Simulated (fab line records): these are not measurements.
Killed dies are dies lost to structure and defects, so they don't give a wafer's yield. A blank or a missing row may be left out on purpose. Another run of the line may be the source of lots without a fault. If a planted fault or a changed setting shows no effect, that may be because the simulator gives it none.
Matching of chambers + flow n5-finfet + N5_BEOL_M1_PECVD_72 on pecvd-04 has 3 sister chambers
The step deposits SiO2 from TEOS/O2, target thk 16 nm, time 18 s. 6 wafers are shown with their chamber, then 8 later ones without.

WAFERS WITH THEIR CHAMBER
| wafer  | chamber | heater-power-w (W) | throttle-valve-pct (%) |
|--------|---------|--------------------|------------------------|
| L082.3 | 2       | 791                | 22.5                   |
| L082.6 | 2       | 814                | 23.0                   |
| L088.1 | 1       | 492                | 22.3                   |
| L088.5 | 0       | 687                | 22.3                   |
| L088.6 | 1       | 507                | 22.2                   |
| L089.1 | 0       | 703                | 22.5                   |

WAFERS WITHOUT THEIR CHAMBER
| wafer  | heater-power-w (W) | throttle-valve-pct (%) |
|--------|--------------------|------------------------|
| L089.2 | 537                | 21.9                   |
| L089.6 | 697                | 22.3                   |
| L093.2 | 525                | 22.4                   |
| L093.5 | 529                | 22.1                   |
| L093.6 | 762                | 20.7                   |
| L094.2 | 570                | 22.1                   |
| L094.3 | 752                | 22.6                   |
| L094.4 | 690                | 20.9                   |

WHICH CHAMBER EACH WENT THROUGH
| wafer  | from the rows above     | in truth                   |
|--------|-------------------------|----------------------------|
| L089.2 | 1                       | 1                          |
| L089.6 | 0                       | 0                          |
| L093.2 | 1                       | 1                          |
| L093.5 | 1                       | 1                          |
| L093.6 | can't be placed: 0 or 2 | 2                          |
| L094.2 | 1                       | 1                          |
| L094.3 | can't be placed: 2 or 0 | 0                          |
| L094.4 | 0                       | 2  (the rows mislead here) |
Correctly placed: 5 of 8. Unplaceable from these rows: 2, with the true chamber sitting among the candidates in 2. 1 placed wrongly.
How it was worked out, from the rows above alone: a wafer's distance from a chamber is the root of the sum, over the readings, of the square of ((its reading less the chamber's mean) divided by the reading's scatter). The wafer belongs to the nearest chamber; if the next one is less than 2 further off, it can't be placed. A chamber's mean is the mean of its shown wafers. How the scatter is found: for the shown wafers, subtract from each reading the mean of its chamber, square and add these, divide the total by (wafers less chambers), then take the root.
